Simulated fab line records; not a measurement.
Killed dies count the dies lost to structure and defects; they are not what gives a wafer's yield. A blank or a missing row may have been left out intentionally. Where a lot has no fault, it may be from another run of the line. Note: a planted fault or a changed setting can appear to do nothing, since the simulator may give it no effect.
Which tool did it?	flow n5-finfet	Sampling: 12 lots, 31 wafers, 6 of 1938 route steps

## WHAT THE GAUGES SHOWED, per wafer
The record lacks any reading of a measuring or inspecting step that a usual standard deviation could be used to judge.

## WHICH TOOL RAN EACH LOT (tool, then ch and the chambers of the sampled wafers, then the start)
lot	N5_BEOL_M9_ETCH_41	N5_BEOL_M9_CURE_72	N5_BEOL_M9_ECD_50	N5_BEOL_M9_CMP_52	N5_BEOL_M9_DEP_56	N5_PASSIVATION_PROBE_49
L686	rie-diel-06 ch 0,1,2, day 9 15:31 or earlier	uv-cure-01 ch 0, day 9 15:31	ecd-cu-01 ch 0,1, day 9 16:59	cmp-03 ch 0,2,3, day 9 17:47	pecvd-02 ch 0,1,2, day 9 18:09	-
L687	rie-diel-03 ch 1,2, day 9 19:22 or earlier	uv-cure-02 ch 0, day 9 19:22	ecd-cu-02 ch 0,1, day 9 20:42	cmp-02 ch 0,3, day 9 21:07	pecvd-01 ch 1, day 9 21:29	prober-02, day 12 02:50
L689	rie-diel-03 ch 0,1, day 10 09:46 or earlier	uv-cure-03 ch 1, day 10 09:46	ecd-cu-01 ch 0,1, day 10 10:56	cmp-02 ch 1,2, day 10 11:26	pecvd-01 ch 0,1, day 10 11:42	-
L691	rie-diel-06 ch 0,1,2, day 10 15:37 or earlier	uv-cure-03 ch 0, day 10 15:37	ecd-cu-01 ch 0,1, day 10 17:26	cmp-03 ch 0,1,3, day 10 18:20	pecvd-01 ch 0,1,2, day 10 18:39	-
L690	rie-diel-06 ch 1,3, day 10 23:05 or earlier	uv-cure-03 ch 2, day 10 23:05	ecd-cu-02 ch 0, day 11 00:25	cmp-01 ch 0,2,3, day 11 00:55	pecvd-03 ch 0,1,2, day 11 01:16	-
L695	rie-diel-03 ch 0,3, day 11 14:23 or earlier	uv-cure-03 ch 0, day 11 14:23	ecd-cu-01 ch 0,1, day 11 16:03	cmp-02 ch 0,1, day 11 16:38	pecvd-03 ch 1, day 11 16:59	prober-02, day 14 00:43
L694	rie-diel-06 ch 2,3, day 11 23:55 or earlier	uv-cure-03 ch 1, day 11 23:55	ecd-cu-02 ch 0, day 12 00:59	cmp-03 ch 0, day 12 01:37	pecvd-02 ch 2, day 12 01:56	prober-02, day 14 15:01
L697	rie-diel-04 ch 0,2, day 12 19:56 or earlier	uv-cure-03 ch 0, day 12 19:56	ecd-cu-01 ch 0,1, day 12 23:23	cmp-01 ch 1,3, day 12 23:49	pecvd-03 ch 0,1, day 13 00:10	prober-02, day 15 05:56
L698	rie-diel-06 ch 2,3, day 13 06:59 or earlier	uv-cure-02 ch 0, day 13 06:59	ecd-cu-02 ch 0,1, day 13 08:12	cmp-03 ch 0,1,2, day 13 08:42	pecvd-02 ch 1,2, day 13 08:59	prober-01, day 15 17:23
L700	rie-diel-04 ch 1,2, day 13 18:28 or earlier	uv-cure-02 ch 2, day 13 18:28	ecd-cu-02 ch 0,1, day 13 19:35	cmp-01 ch 1,2, day 13 20:20	pecvd-02 ch 0,1, day 13 20:41	-
L702	rie-diel-04 ch 1,3, day 14 08:38 or earlier	uv-cure-02 ch 1, day 14 08:38	ecd-cu-02 ch 1, day 14 09:55	cmp-01 ch 0,1, day 14 10:21	pecvd-02 ch 0,2, day 14 10:40	-
L709	rie-diel-03 ch 2,3, day 16 14:02 or earlier	uv-cure-02 ch 0, day 16 14:02	ecd-cu-01 ch 0,1, day 16 17:10	cmp-02 ch 0,1,3, day 16 17:41	pecvd-03 ch 0,1, day 16 17:55	-
- N5_BEOL_M9_ETCH_41: etches SiCN in CH3F/O2, target depth 36.6 nm, time 70.1 s.
- N5_BEOL_M9_CURE_72: cures SiCOH lowk, time 120 s.
- N5_BEOL_M9_ECD_50: material Cu, target thk 318 nm.
- N5_BEOL_M9_CMP_52: polishes, stops on SiCOH lowk, t overpolish 7 s, target thk 140 nm.
- N5_BEOL_M9_DEP_56: deposits SiCN from 3MS/NH3, target thk 15 nm, time 26.5 s.
- N5_PASSIVATION_PROBE_49

## WHAT THE TOOLS THEMSELVES READ (means of the sampled wafers that have a number; where no wafer has one, the mark that the record gives instead)
N5_BEOL_M9_ETCH_41. Usual: drypump-motor-current-A 5.9 A, standard deviation 0.33; oes-product-au 0.81 a.u., standard deviation 0.088; rf-fwd-power-W 391.8 W, standard deviation 1.5; rf-vpp-V 296.9 V, standard deviation 2; showerhead-plenum-p-Torr 1.99 Torr, standard deviation 0.086; throttle-valve-pct 16.27 %, standard deviation 0.25.
lot	tool	drypump-motor-current-A (A)	oes-product-au (a.u.)	rf-fwd-power-W (W)	rf-vpp-V (V)	showerhead-plenum-p-Torr (Torr)	throttle-valve-pct (%)	flag
L686	rie-diel-06	5.8	0.75	392.1	296.1	1.97	16.43	
L687	rie-diel-03	5.9	0.82	390.9	295.6	1.92	16.35	
L689	rie-diel-03	5.7	0.79	390.6	296.5	1.96	16.48	
L691	rie-diel-06	5.9	0.83	393.6	296.1	1.97	16.31	
L690	rie-diel-06	6.1	0.79	392.5	295.7	1.95	16.48	
L695	rie-diel-03	5.7	0.90	392.2	299.6	2.08	16.13	
L694	rie-diel-06	6.0	0.82	391.7	296.8	1.99	16.23	
L697	rie-diel-04	5.7	0.82	391.3	296.3	1.98	16.27	
L698	rie-diel-06	5.9	0.84	391.6	297.7	2.00	16.17	
L700	rie-diel-04	6.2	0.76	391.5	299.2	2.07	16.32	
L702	rie-diel-04	5.9	0.72	391.5	296.1	1.96	16.23	
L709	rie-diel-03	5.8	0.86	392.2	299.1	2.08	15.94	

N5_BEOL_M9_CURE_72. Usual: lamp-power-pct 52.31 %, standard deviation 0.059; wafer_temp_C_max 372.1, standard deviation 0.79.
lot	tool	lamp-power-pct (%)	wafer_temp_C_max	flag
L686	uv-cure-01	52.29	372.8	
L687	uv-cure-02	52.32	372.5	
L689	uv-cure-03	52.31	372.9	
L691	uv-cure-03	52.33	371.7	
L690	uv-cure-03	52.32	371.8	
L695	uv-cure-03	52.38	371.7	
L694	uv-cure-03	52.34	372.7	
L697	uv-cure-03	52.23	371.3	
L698	uv-cure-02	52.31	372.4	
L700	uv-cure-02	52.31	371.9	
L702	uv-cure-02	52.31	370.9	
L709	uv-cure-02	52.33	372.5	

N5_BEOL_M9_CMP_52. Usual: motor-current-A 6.1 A, standard deviation 0.64; time-to-endpoint-s 66 s, standard deviation 4.1.
lot	tool	motor-current-A (A)	time-to-endpoint-s (s)	flag
L686	cmp-03	6.5	70	
L687	cmp-02	6.3	65	
L689	cmp-02	6.3	68	
L691	cmp-03	6.6	66	
L690	cmp-01	6.1	69	
L695	cmp-02	6.8	64	
L694	cmp-03	7.2	67	
L697	cmp-01	6.2	68	
L698	cmp-03	6.2	67	
L700	cmp-01	6.1	104	OFF
L702	cmp-01	5.2	95	OFF
L709	cmp-02	6.5	62	

N5_BEOL_M9_DEP_56. Usual: rf-fwd-power-W 200.1 W, standard deviation 0.69; showerhead-plenum-p-Torr 3.667 Torr, standard deviation 0.016; throttle-valve-pct 9.1 %, standard deviation 0.35.
lot	tool	rf-fwd-power-W (W)	showerhead-plenum-p-Torr (Torr)	throttle-valve-pct (%)	flag
L686	pecvd-02	199.9	3.673	9.2	
L687	pecvd-01	201.5	3.660	8.6	
L689	pecvd-01	200.2	3.673	8.8	
L691	pecvd-01	199.6	3.672	8.6	
L690	pecvd-03	200.3	3.663	9.0	
L695	pecvd-03	199.6	3.668	9.6	
L694	pecvd-02	200.9	3.643	9.1	
L697	pecvd-03	200.1	3.655	9.3	
L698	pecvd-02	200.1	3.671	9.3	
L700	pecvd-02	199.1	3.675	9.4	
L702	pecvd-02	200.5	3.662	9.1	
L709	pecvd-03	200.8	3.662	9.3	

N5_PASSIVATION_PROBE_49. Usual: defect-limited-yield 90.9 %, standard deviation 1.6; killed_at_M0_to_M3 34, standard deviation 10; killed_at_M4_up 13, standard deviation 5.4; killed-at-contacts 13, standard deviation 6; killed-at-front-end 42, standard deviation 13; killed-at-other 4, standard deviation 3.2; killed-dies 107, standard deviation 18; killed-open 69, standard deviation 14; killed-short 35, standard deviation 7.7; sort_bin_4_leakage 0.02 %, standard deviation 0.17; sort_bin_5_function 5.3 %, standard deviation 1; sort_bin_6_memory 3.3 %, standard deviation 0.75; sort-n-pass 1073, standard deviation 19; sort-yield-pct 90.9 %, standard deviation 1.6.
lot	tool	defect-limited-yield (%)	killed_at_M0_to_M3	killed_at_M4_up	killed-at-contacts	killed-at-front-end	killed-at-other	killed-dies	killed-open	killed-short	sort_bin_4_leakage (%)	sort_bin_5_function (%)	sort_bin_6_memory (%)	sort-n-pass	sort-yield-pct (%)	flag
L687	prober-02	90.4	27	10	22	52	2	113	72	36	0.00	5.2	3.7	1067	90.4	
L695	prober-02	93.5	26	17	4	24	6	76	42	32	0.00	3.9	2.2	1104	93.5	
L694	prober-02	91.2	32	15	16	32	8	104	70	32	0.47	5.7	3.1	1070	90.7	
L697	prober-02	92.8	30	16	10	26	2	84	58	26	0.00	4.5	2.5	1096	92.8	
L698	prober-01	89.7	40	18	17	44	2	122	76	43	0.00	6.4	3.5	1058	89.7	

## THE ANSWER, worked out from the rows above alone
Rule: a lot is off if the mean of its wafers that have a number lies more than 3 standard deviations from the usual mean. Also off: a lot with no number at a reading for which 4 or more lots have one. The other lots that the step has rows for count as sound. After the gauges, taken in route order, come the tools' own readings; for these a lot's mean is taken, as printed above. The first step at which some lot is off is used, and at that step the reading that is off furthest; a lot without a number counts as furthest.
Off: L700, L702, at N5_BEOL_M9_CMP_52 (time-to-endpoint-s).
A tool fits if, at that step or a process step before it, it ran every lot that is off, and no sound lot after the first of them. Because N5_BEOL_M9_ETCH_41 lacks a start for some lots, the hours and order of its lots are taken from N5_BEOL_M9_CURE_72. Can't be told from this: 3 tools fit, rie-diel-04 at N5_BEOL_M9_ETCH_41, ecd-cu-02 at N5_BEOL_M9_ECD_50, cmp-01 at N5_BEOL_M9_CMP_52.

## WHAT HAD BEEN PUT IN BY THE SIMULATOR
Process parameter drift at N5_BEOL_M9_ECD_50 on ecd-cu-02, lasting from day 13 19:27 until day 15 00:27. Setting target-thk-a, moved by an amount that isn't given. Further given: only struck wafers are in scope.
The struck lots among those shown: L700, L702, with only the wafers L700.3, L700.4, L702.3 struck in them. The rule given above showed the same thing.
